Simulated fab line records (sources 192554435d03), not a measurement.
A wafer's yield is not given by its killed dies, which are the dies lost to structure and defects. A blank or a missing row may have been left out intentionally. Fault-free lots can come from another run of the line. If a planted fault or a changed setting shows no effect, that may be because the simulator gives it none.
fab line records	flow n5-finfet
record: lots: 6	wafers: 14	last-day: 18
route steps=1938 shown FIN_CUT@178 STI_FIN_REVEAL@183 DUMMY_GATE@212 BEOL_M4@1111
lots that met no fault: from a run of the same line without faults
start-h: the number of hours between the record's first day and the start of the first shown wafer of the lot	wait-h: how many hours have passed since the lot's step before this one	" the same as in the row above	L1.1+2: a row that stands for several wafers	- no value, or no start given	* or withheld: withheld	< > ~ a bound
route shown NAME@n: NAME is a module with steps in the file, n the number in the route of the first one	usual: the fault-free wafers' mean and standard deviation	same: alike in all rows	chamber/n: place in a boat	sites: readings site by site	_std_site: the values' standard deviation	_edge_site: the outer-site mean with the inner-site mean subtracted	radius-mm: how far each site lies from the wafer's centre	mask NAME#n: copy n	behind: the last tool/chamber to shape the wafer	hold: why the lot was held/for how many hours/how that ended	device: whichever transistor did not switch (one of n, p or np)	end of line: at the end of the route, the tests of the same wafers	where a step has no rows: the recipe by itself	killed: at the first sort, the dies lost to defects and structure; wafer yield is something else	map: shows each die of a wafer: x if killed, . if not, _ if none is there
set.NAME: the setting that was run; set.NAME@STEP: the one run at that earlier step	model.NAME: the simulator's own value behind a step, which no gauge read
lots at some steps of the route; a table a step, a row a wafer
services: when a tool's chamber went out of use (start-h, in hours from the record's first day, below 0 if earlier), for how many hours, and the reason
== steps ==
step: N5_FIN_CUT_STRIP_22
recipe: chemistry: N2/H2	power-w: 500	temp-c: 40	pressure-mtorr: 50	rf-frequency-hz: 6e+07	overash-fraction: 0.3	bias-power-w: 8	h2-frac: 0.5	n2-flow-sccm: 300	h2-flow-sccm: 300
step: N5_FIN_CUT_PRECLEAN_36
recipe: chemistry: O3/DIW	time-s: 60	temp-c: 22	o3-ppm: 10
step: N5_FIN_CUT_SRD_32
recipe: dry: ipa-marangoni	time-s: 30	temp-c: 23	rinse-liquid: diw
step: N5_FIN_CUT_UV_OZONE_34
recipe: time-s: 120	pressure-torr: 760	temp-c: 25
step: N5_FIN_CUT_INSPECT_17
recipe: inspect-instrument: brightfield	mode: aei
usual: raw-defect-count: 221/63
lot.wafer	tool	chamber	start-h	wait-h	raw-defect-count
L683.3	defect-inspect-01	-	66.72	0.0	190
L683.4	"	-	"	"	159
L683.5	"	-	"	"	231
L689.2	defect-inspect-01	-	103.53	0.0	191
L689.3	"	-	"	"	322
L689.6	"	-	"	"	186
L691.1	defect-inspect-01	-	111.91	0.0	178
L692.5	defect-inspect-02	-	118.79	0.0	257
L695.3	defect-inspect-01	-	137.14	0.0	257
L695.4	"	-	"	"	273
L695.6	"	-	"	"	297
L697.1	defect-inspect-02	-	147.83	0.0	212
L697.3	"	-	"	"	294
L697.6	"	-	"	"	249
step: N5_STI_FIN_REVEAL_ALD_00
recipe: material: SiO2	target-thk-a: 10	temp-c: 300	ald-precursor-family: BDEAS	ald-co-reactant: O2-plasma	pulse-time-s: 1	pressure-torr: 2
step: N5_STI_FIN_REVEAL_ALD_14
recipe: material: Si3N4	target-thk-a: 30	temp-c: 400	ald-precursor-family: SiH2I2	ald-co-reactant: N2/H2-plasma	pressure-torr: 2
step: N5_STI_FIN_REVEAL_FCVD_FILL_01
recipe: material: SiO2_flowable	target-thk-a: 3120	temp-c: 100	pressure-torr: 0.8	rf-w: 2000	time-s: 512.2
step: N5_STI_FIN_REVEAL_DENSIFY_02
recipe: temp-c: 650	ambient: steam	time-s: 1800	idle-temp-c: 400	densification-p-h2o-torr: 640
step: N5_STI_FIN_REVEAL_CMP_04
recipe: stop-on: Si3N4	t-overpolish-s: 4	down-force-psi: 2	platen-rpm: 54.18	post-cmp-clean: alkaline-brush	pad-velocity-m-s: 1.078	target-thk-nm: 131.83
step: N5_STI_FIN_REVEAL_THK_MEAS_05
usual: thk-nm: 131.7/0.95
lot.wafer	tool	chamber	start-h	wait-h	thk-nm
L683.3	film-metro-02	-	72.19	-	132.1
L683.4	"	-	"	"	133.0
L683.5	"	-	"	"	132.7
L689.2	film-metro-02	-	108.95	-	131.7
L689.3	"	-	"	"	132.4
L689.6	"	-	"	"	132.8
L691.1	film-metro-01	-	117.33	-	131.5
L692.5	film-metro-02	-	124.21	-	132.1
L695.3	film-metro-02	-	142.57	-	132.7
L695.4	"	-	"	"	131.9
L695.6	"	-	"	"	132.1
L697.1	film-metro-02	-	155.31	-	130.8
L697.3	"	-	"	"	131.1
L697.6	"	-	"	"	130.6
step: N5_STI_FIN_REVEAL_DENSIFY_30
recipe: temp-c: *	time-s: *	ambient: N2	idle-temp-c: 600	ramp-up-c-per-s: 150	ramp-down-c-per-s: 60	cool-to-c: 600
step: N5_STI_FIN_REVEAL_ETCHBACK_08
recipe: chemistry: C4F6/O2	target: SiO2	target-depth-a: 305	time-s: 10.167	ion-energy-ev: 250	pressure-mtorr: 30	source-w: 345	bias-w: 185	Ar_flow_sccm: 300	C4F6_flow_sccm: 10	O2_flow_sccm: 10
usual: drypump-motor-current-A: 5.9/0.49	oes-product-au: 0.76/0.096	rf-vpp-V: 664/8.6	showerhead-plenum-p-Torr: 2.89/0.1	throttle-valve-pct: 21.21/0.17
same: time-s: 10.167
lot.wafer	tool	chamber	start-h	wait-h	drypump-motor-current-A	oes-product-au	rf-hours-counter-h	rf-vpp-V	showerhead-plenum-p-Torr	throttle-valve-pct
L683.3	rie-diel-02	2	72.60	0.3	6.2	0.93	27	662	3.01	20.88
L683.4	"	0	"	"	5.3	0.69	228	673	2.93	21.60
L683.5	"	2	"	"	6.2	0.93	-	663	3.01	20.87
L689.2	rie-diel-03	0	109.23	0.2	5.6	0.68	247	660	2.92	21.28
L689.3	"	3	"	"	5.5	0.70	211	670	2.93	21.24
L689.6	"	0	"	"	5.6	0.68	-	661	2.92	21.30
L691.1	rie-diel-03	2	117.60	0.2	6.6	1.17	35	655	3.03	21.33
L692.5	rie-diel-03	2	124.55	0.1	6.6	1.17	-	655	3.03	21.36
L695.3	rie-diel-01	0	142.93	0.2	5.5	0.68	236	663	2.91	21.13
L695.4	"	1	"	"	5.9	0.97	1	667	3.04	20.73
L695.6	"	0	"	"	5.5	0.69	-	663	2.91	21.14
L697.1	rie-diel-01	3	155.87	0.5	6.0	0.77	125	678	2.86	21.13
L697.3	"	0	"	"	5.5	0.68	242	664	2.90	21.15
L697.6	"	2	"	"	5.1	0.69	-	671	2.92	21.35
step: N5_STI_FIN_REVEAL_STRIP_24
recipe: chemistry: N2/H2	time-s: 90	power-w: 100	temp-c: 40	pressure-mtorr: 100	rf-frequency-hz: 6e+07	bias-power-w: 3	n2-flow-sccm: 300	h2-flow-sccm: 300
usual: drypump-motor-current-A: 5.9/0.49	oes-product-au: 0.76/0.097	rf-vpp-V: 45.4/0.86	showerhead-plenum-p-Torr: 3.43/0.12	throttle-valve-pct: 12.30/0.27
same: time-s: 90
lot.wafer	tool	chamber	start-h	wait-h	drypump-motor-current-A	oes-product-au	rf-hours-counter-h	rf-vpp-V	showerhead-plenum-p-Torr	throttle-valve-pct
L683.3	rie-diel-02	2	72.64	0.0	6.2	0.92	27	45.8	3.58	11.84
L683.4	"	0	"	"	5.3	0.68	228	46.0	3.46	12.59
L683.5	"	2	"	"	6.2	0.92	-	44.2	3.58	11.83
L689.2	rie-diel-03	0	109.27	0.0	5.6	0.69	247	44.7	3.46	12.50
L689.3	"	3	"	"	5.5	0.70	211	46.0	3.48	12.42
L689.6	"	0	"	"	5.6	0.68	-	44.7	3.46	12.49
L691.1	rie-diel-03	2	117.64	0.0	6.6	0.89	35	45.3	3.58	11.95
L692.5	rie-diel-03	2	124.62	0.0	6.6	0.90	-	45.0	3.58	11.98
L695.3	rie-diel-01	0	142.96	0.0	5.5	0.68	237	44.4	3.46	12.48
L695.4	"	1	"	"	6.0	0.97	1	45.0	3.59	11.60
L695.6	"	0	"	"	5.5	0.68	-	45.0	3.46	12.45
L697.1	rie-diel-01	3	155.91	0.0	6.0	0.77	125	44.4	3.40	12.09
L697.3	"	0	"	"	5.4	0.68	242	45.6	3.46	12.47
L697.6	"	2	"	"	5.2	0.68	-	45.3	3.47	12.55
step: N5_STI_FIN_REVEAL_PRECLEAN_25
recipe: chemistry: SPM	time-s: 90	temp-c: 120	mix: 4:1
step: N5_STI_FIN_REVEAL_PRECLEAN_26
recipe: chemistry: SC1	time-s: 45	temp-c: 46	mix: 1:2:100
step: N5_STI_FIN_REVEAL_PRECLEAN_29
recipe: chemistry: DHF	time-s: 30	temp-c: 25	dilution: 300:1
step: N5_STI_FIN_REVEAL_SRD_12
recipe: time-s: 30	temp-c: 23	rinse-liquid: diw	dry: ipa-marangoni
step: N5_STI_FIN_REVEAL_RECESS_09
recipe: chemistry: HF/NH3	target: SiO2	afs-cycles: 11	target-depth-a: 425	temp-c: 30	sublimation-temp-c: 180	sublimation-time-s: 60
step: N5_STI_FIN_REVEAL_STRIP_16
recipe: chemistry: H3PO4	material: SiNx	temp-c: 165	target-depth-a: 238	overetch-fraction: 0.4964	dry: ipa-marangoni
step: N5_STI_FIN_REVEAL_PRECLEAN_17
recipe: chemistry: NF3:NH3	afs-cycles: 1	temp-c: 30	time-s: 20	sublimation-temp-c: 180	sublimation-time-s: 60	pressure-torr: 3	rf-power-w: 30
step: N5_STI_FIN_REVEAL_ETCH_34
recipe: chemistry: H2	mode: isotropic	material: Si	target: Si	target-depth-a: 9.7	temp-c: 20	pressure-mtorr: 4.5	icp-w: 300	bias-w: 0	h2-flow-sccm: 7.5	he-flow-sccm: 142.5
usual: drypump-motor-current-A: 5.6/0.33	oes-product-au: 1.003/0.02	throttle-valve-pct: 25.78/0.22
lot.wafer	tool	chamber	start-h	wait-h	drypump-motor-current-A	oes-product-au	rf-hours-counter-h	throttle-valve-pct
L683.3	rie-si-03	1	75.50	0.1	5.9	0.999	75	25.67
L683.4	"	0	"	"	5.2	1.000	0	25.94
L683.5	"	1	"	"	5.9	0.991	-	25.65
L689.2	rie-si-06	2	111.58	0.1	5.5	1.013	45	25.89
L689.3	"	1	"	"	5.6	0.990	86	25.78
L689.6	"	3	"	"	6.0	1.026	-	25.90
L691.1	rie-si-06	1	119.95	0.2	5.6	0.993	86	25.76
L692.5	rie-si-05	1	127.43	0.1	5.7	1.029	-	25.70
L695.3	rie-si-03	1	145.27	0.1	5.9	0.987	77	25.66
L695.4	"	0	"	"	5.2	1.015	1	25.93
L695.6	"	0	"	"	5.3	1.016	-	25.93
L697.1	rie-si-03	2	158.21	0.2	5.4	1.007	76	25.49
L697.3	"	1	"	"	5.9	0.994	77	25.66
L697.6	"	2	"	"	5.4	1.001	-	25.48
step: N5_STI_FIN_REVEAL_OXIDATION_31
recipe: chemistry: O2_PLASMA_REMOTE	temp-c: 150	time-s: 20	pressure-mtorr: 1000	source-power-w: 2000	o2-flow-sccm: 3000
usual: drypump-motor-current-A: 5.6/0.65	heater-power-w: 161/14
same: time-s: 20
lot.wafer	tool	chamber	start-h	wait-h	drypump-motor-current-A	heater-power-w	rf-hours-counter-h
L683.3	plasma-asher-01	0	75.58	0.1	6.2	175	-
L683.4	"	1	"	"	4.9	148	-
L683.5	"	0	"	"	6.2	177	-
L689.2	plasma-asher-01	0	111.68	0.1	6.2	173	106
L689.3	"	1	"	"	4.9	148	-
L689.6	"	1	"	"	4.9	149	-
L691.1	plasma-asher-01	0	120.01	0.0	6.2	174	108
L692.5	plasma-asher-01	0	127.51	0.1	6.2	177	-
L695.3	plasma-asher-01	1	145.35	0.1	4.9	147	-
L695.4	"	0	"	"	6.2	179	-
L695.6	"	0	"	"	6.2	175	-
L697.1	plasma-asher-02	0	158.28	0.0	6.3	158	31
L697.3	"	0	"	"	6.3	153	-
L697.6	"	0	"	"	6.3	156	-
step: N5_STI_FIN_REVEAL_PRECLEAN_32
recipe: chemistry: NF3:NH3	afs-cycles: 1	temp-c: 30	time-s: 20	sublimation-temp-c: 180	sublimation-time-s: 60	pressure-torr: 3	rf-power-w: 30
step: N5_STI_FIN_REVEAL_STRIP_35
recipe: chemistry: H3PO4	material: Si3N4	temp-c: 165	target-depth-a: 40	time-s: 39
step: N5_STI_FIN_REVEAL_SRD_21
recipe: dry: ipa-marangoni	time-s: 30	temp-c: 23	rinse-liquid: diw
step: N5_STI_FIN_REVEAL_OXIDATION_33
recipe: chemistry: O2_PLASMA_REMOTE	temp-c: 150	time-s: 20	pressure-mtorr: 1000	source-power-w: 2000	o2-flow-sccm: 3000
usual: drypump-motor-current-A: 5.7/0.65	heater-power-w: 160/14
same: time-s: 20
lot.wafer	tool	chamber	start-h	wait-h	drypump-motor-current-A	heater-power-w	rf-hours-counter-h
L683.3	plasma-asher-01	0	75.93	0.1	6.1	178	-
L683.4	"	1	"	"	4.9	147	-
L683.5	"	0	"	"	6.1	171	-
L689.2	plasma-asher-01	0	112.04	0.0	6.2	174	106
L689.3	"	1	"	"	4.9	147	-
L689.6	"	0	"	"	6.2	183	-
L691.1	plasma-asher-01	1	120.36	0.0	4.9	148	108
L692.5	plasma-asher-01	0	127.86	0.1	6.1	177	-
L695.3	plasma-asher-01	1	145.96	0.3	4.9	148	-
L695.4	"	0	"	"	6.2	177	-
L695.6	"	0	"	"	6.2	178	-
L697.1	plasma-asher-02	1	158.63	0.0	6.3	152	31
L697.3	"	0	"	"	6.3	157	-
L697.6	"	1	"	"	6.3	158	-
step: N5_STI_FIN_REVEAL_CLEAN_19
recipe: chemistry: O3/DIW	temp-c: 25	time-s: 120	o3-ppm: 10
step: N5_STI_FIN_REVEAL_SRD_23
recipe: dry: ipa-marangoni	time-s: 30	temp-c: 23	rinse-liquid: diw
step: N5_STI_FIN_REVEAL_CD_MEAS_22
recipe: target-cd-nm: 6.238	pitch-nm: 28	polarity: line
usual: cd-nm: 6.26/0.23
lot.wafer	tool	chamber	start-h	wait-h	cd-nm
L683.3	cd-sem-01	-	76.09	0.0	6.11
L683.4	"	-	"	"	6.52
L683.5	"	-	"	"	6.37
L689.2	cd-sem-02	-	112.21	0.0	6.03
L689.3	"	-	"	"	5.89
L689.6	"	-	"	"	6.00
L691.1	cd-sem-03	-	120.52	0.0	6.08
L692.5	cd-sem-03	-	127.99	0.0	6.22
L695.3	cd-sem-03	-	146.11	0.0	6.22
L695.4	"	-	"	"	6.34
L695.6	"	-	"	"	6.10
L697.1	cd-sem-03	-	158.79	0.0	6.04
L697.3	"	-	"	"	6.36
L697.6	"	-	"	"	6.39
step: N5_STI_FIN_REVEAL_FIN_H_MEAS_10
usual: trench-depth-nm: 51.8/0.77
lot.wafer	tool	chamber	start-h	wait-h	trench-depth-nm
L683.3	ocd-02	-	76.12	0.0	52.2
L683.4	"	-	"	"	52.0
L683.5	"	-	"	"	52.7
L689.2	ocd-01	-	112.24	0.0	51.5
L689.3	"	-	"	"	51.2
L689.6	"	-	"	"	51.9
L691.1	ocd-01	-	120.55	0.0	68.7
L692.5	ocd-01	-	128.02	0.0	67.4
L695.3	ocd-02	-	146.14	0.0	52.1
L695.4	"	-	"	"	52.8
L695.6	"	-	"	"	52.2
L697.1	ocd-02	-	158.82	0.0	51.4
L697.3	"	-	"	"	51.2
L697.6	"	-	"	"	51.3
step: N5_STI_FIN_REVEAL_PRECLEAN_18
recipe: chemistry: SC2	time-s: 45	temp-c: 35	mix: 1:1:50
step: N5_STI_FIN_REVEAL_SRD_28
recipe: dry: ipa-marangoni	time-s: 30	temp-c: 23	rinse-liquid: diw
step: N5_STI_FIN_REVEAL_INSPECT_13
recipe: inspect-instrument: darkfield	mode: post-clean
usual: raw-defect-count: 12/5.2
lot.wafer	tool	chamber	start-h	wait-h	raw-defect-count
L683.3	defect-inspect-02	-	76.20	0.0	8
L683.4	"	-	"	"	16
L683.5	"	-	"	"	25
L689.2	defect-inspect-02	-	112.33	0.0	15
L689.3	"	-	"	"	8
L689.6	"	-	"	"	23
L691.1	defect-inspect-01	-	120.64	0.0	9
L692.5	defect-inspect-01	-	128.11	0.0	12
L695.3	defect-inspect-01	-	146.23	0.0	11
L695.4	"	-	"	"	12
L695.6	"	-	"	"	10
L697.1	defect-inspect-02	-	158.91	0.0	4
L697.3	"	-	"	"	7
L697.6	"	-	"	"	4
step: N5_DUMMY_GATE_PRECLEAN_00
recipe: chemistry: O3/DIW	time-s: 60	temp-c: 22	o3-ppm: 10
step: N5_DUMMY_GATE_SRD_01
recipe: time-s: 30	temp-c: 23	rinse-liquid: diw	dry: ipa-marangoni
step: N5_DUMMY_GATE_ALD_02
recipe: material: SiO2	target-thk-a: 20	temp-c: 300	ald-precursor-family: BDEAS	ald-co-reactant: O2-plasma	pulse-time-s: 1	pressure-torr: 2
usual: chamber-pressure-Torr: 2.000/0.0044	heater-power-w: 468/38	precursor-pulse-height-rel: 0.999/0.018
lot.wafer	tool	chamber	start-h	wait-h	chamber-pressure-Torr	heater-power-w	precursor-pulse-height-rel
L683.3	ald-sin-01	3	76.30	0.0	2.005	497	1.005
L683.4	"	0	"	"	2.005	424	1.013
L683.5	"	1	"	"	2.003	548	0.996
L689.2	ald-sin-01	2	112.88	0.5	1.997	485	1.024
L689.3	"	3	"	"	2.002	492	1.000
L689.6	"	2	"	"	1.989	484	1.028
L691.1	ald-sin-01	0	120.74	0.0	2.002	432	1.012
L692.5	ald-sin-04	3	128.23	0.1	2.002	479	1.008
L695.3	ald-sin-04	1	146.32	0.0	2.000	441	1.000
L695.4	"	3	"	"	2.000	490	1.019
L695.6	"	2	"	"	1.997	439	0.980
L697.1	ald-sin-01	0	159.01	0.0	2.003	419	1.003
L697.3	"	1	"	"	1.999	550	1.004
L697.6	"	2	"	"	2.001	489	0.961
step: N5_DUMMY_GATE_CVD_03
recipe: material: a-Si	target-thk-a: 1500	temp-c: 530	precursor: SiH4	time-s: 8042
step: N5_DUMMY_GATE_PRECLEAN_46
recipe: chemistry: DIW	time-s: 89.5	temp-c: 23
step: N5_DUMMY_GATE_SRD_47
recipe: dry-time-s: 32	dry: n2-spin	spin-rpm: 1500
step: N5_DUMMY_GATE_CMP_04
recipe: material: a-Si	post-cmp-clean: alkaline-brush
step: N5_DUMMY_GATE_THK_MEAS_05
usual: thk-nm: 71.8/0.95
lot.wafer	tool	chamber	start-h	wait-h	thk-nm
L683.3	film-metro-02	-	80.38	0.2	73.5
L683.4	"	-	"	"	72.4
L683.5	"	-	"	"	72.7
L689.2	film-metro-02	-	119.42	0.1	71.8
L689.3	"	-	"	"	72.4
L689.6	"	-	"	"	73.6
L691.1	film-metro-02	-	129.13	0.2	70.9
L692.5	film-metro-02	-	132.78	0.1	71.7
L695.3	film-metro-01	-	150.42	0.2	70.6
L695.4	"	-	"	"	70.4
L695.6	"	-	"	"	71.9
L697.1	film-metro-01	-	163.09	0.2	70.5
L697.3	"	-	"	"	71.9
L697.6	"	-	"	"	70.6
step: N5_BEOL_M4_RC_MEAS_101
usual: DIBL_N: 36.1/1.4	DIBL_P: 36.3/1.4	IOFF_N: 0.154/0.021	IOFF_P: 0.21/0.032	ION_N: 670/8.1	ION_P: 461/7	REXT_N: 75.3/1.5	SS_N: 71.4/0.49	SS_P: 73.3/0.5	VT_N: 250.4/2.6	VT_P: -250/3.7
lot.wafer	tool	chamber	start-h	wait-h	DIBL_N[mV/V]	DIBL_P[mV/V]	IOFF_N[nA/um]	IOFF_P[nA/um]	ION_N[uA/um]	ION_P[uA/um]	REXT_N[ohm.um]	SS_N[mV/dec]	SS_P[mV/dec]	VT_N[mV]	VT_P[mV]
L683.3	prober-01	0	222.23	0.3	37.2	37.5	0.156	0.22	673	468	78.1	71.4	73.0	252.1	-252
L683.4	"	0	"	"	36.4	36.5	0.141	0.20	670	462	76.9	71.2	73.3	251.0	-251
L683.5	"	0	"	"	35.3	35.2	0.133	0.19	668	467	77.9	70.5	73.0	251.6	-251
L691.1	prober-02	0	271.42	0.0	34.0	35.6	0.152	0.20	756	465	69.0	71.8	72.7	246.1	-250
L692.5	prober-01	0	276.18	0.6	35.8	35.6	0.162	0.18	755	464	72.4	71.2	73.0	246.0	-253
L689.2	prober-02	0	279.66	0.2	37.3	35.5	0.158	0.24	658	461	74.7	71.6	73.9	248.5	-245
L689.3	"	0	"	"	37.2	35.8	0.165	0.25	666	463	74.3	71.4	72.7	249.6	-247
L689.6	"	0	"	"	37.6	36.4	0.164	0.26	662	466	75.6	71.9	72.4	249.2	-242
L695.3	prober-01	0	306.01	0.3	37.2	37.5	0.169	0.22	669	452	76.3	72.1	73.4	249.0	-249
L695.4	"	0	"	"	37.9	37.6	0.183	0.22	681	462	75.5	72.2	73.5	248.4	-248
L695.6	"	0	"	"	36.4	35.8	0.154	0.19	671	457	77.5	71.9	73.7	248.9	-250
L697.1	prober-02	0	328.49	0.0	37.6	38.3	0.176	0.23	681	467	75.9	71.0	72.7	247.9	-252
L697.3	"	0	"	"	36.5	37.9	0.148	0.21	658	458	77.5	71.2	73.0	250.4	-252
L697.6	"	0	"	"	38.3	39.2	0.179	0.23	675	460	76.5	72.0	73.4	248.7	-250
== services ==
tool	chamber	start-h	hours	kind
plasma-asher-02	-	54.11	99.2	repair
rie-diel-01	2	54.40	8.8	repair
rie-diel-02	1	54.67	4.9	repair
rie-si-03	0	54.71	-	clean
rie-si-03	0	54.71	-	consumable-replace:focus-ring
rie-diel-03	0	57.67	8.5	repair
rie-diel-02	2	61.56	5.3	repair
ald-sin-04	3	63.33	9.2	repair
rie-diel-01	-	74.15	2.8	pm
rie-diel-02	0	78.19	4.7	repair
rie-diel-02	1	80.59	1.8	repair
rie-diel-01	3	96.04	6.8	repair
rie-si-03	2	99.51	9.0	repair
rie-diel-02	-	117.35	0.2	repair
rie-diel-03	0	120.71	-	clean
rie-diel-03	0	120.71	-	consumable-replace:focus-ring
rie-diel-03	0	120.71	18.3	scheduled-down
rie-diel-03	0	120.71	18.3	vent-cycle
rie-diel-01	1	122.55	-	clean
rie-diel-01	1	122.55	-	consumable-replace:focus-ring
rie-diel-01	1	122.55	-	consumable-replace:showerhead
rie-diel-01	1	122.55	16.7	scheduled-down
rie-diel-01	1	122.55	16.7	vent-cycle
rie-diel-03	-	149.07	14.6	pm
== key ==
first-sign: step: N5_STI_FIN_REVEAL_ETCHBACK_08	reading: oes-product-au	direction: up	sigmas: 4.3	usual: 0.76	struck: 1.17
effect: step: N5_STI_FIN_REVEAL_FIN_H_MEAS_10	reading: trench-depth-nm	direction: up	sigmas: 21	usual: 51.8	struck: 68.1
effect: step: N5_BEOL_M4_RC_MEAS_101	reading: ION_N	direction: up	sigmas: 11	usual: 670	struck: 755
effect: step: N5_BEOL_M4_RC_MEAS_101	reading: REXT_N	direction: down	sigmas: 3	usual: 75.3	struck: 70.7
met-at N5_STI_FIN_REVEAL_ETCHBACK_08
struck-wafers L691.1,L692.5
onset-between 109.23 117.60
fault: kind: process-parameter-drift	tool: rie-diel-03	chamber: -	onset-h: 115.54	steps: N5_STI_FIN_REVEAL_ETCHBACK_08	channel: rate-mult	offset: 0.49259	shape: step	end-h: 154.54
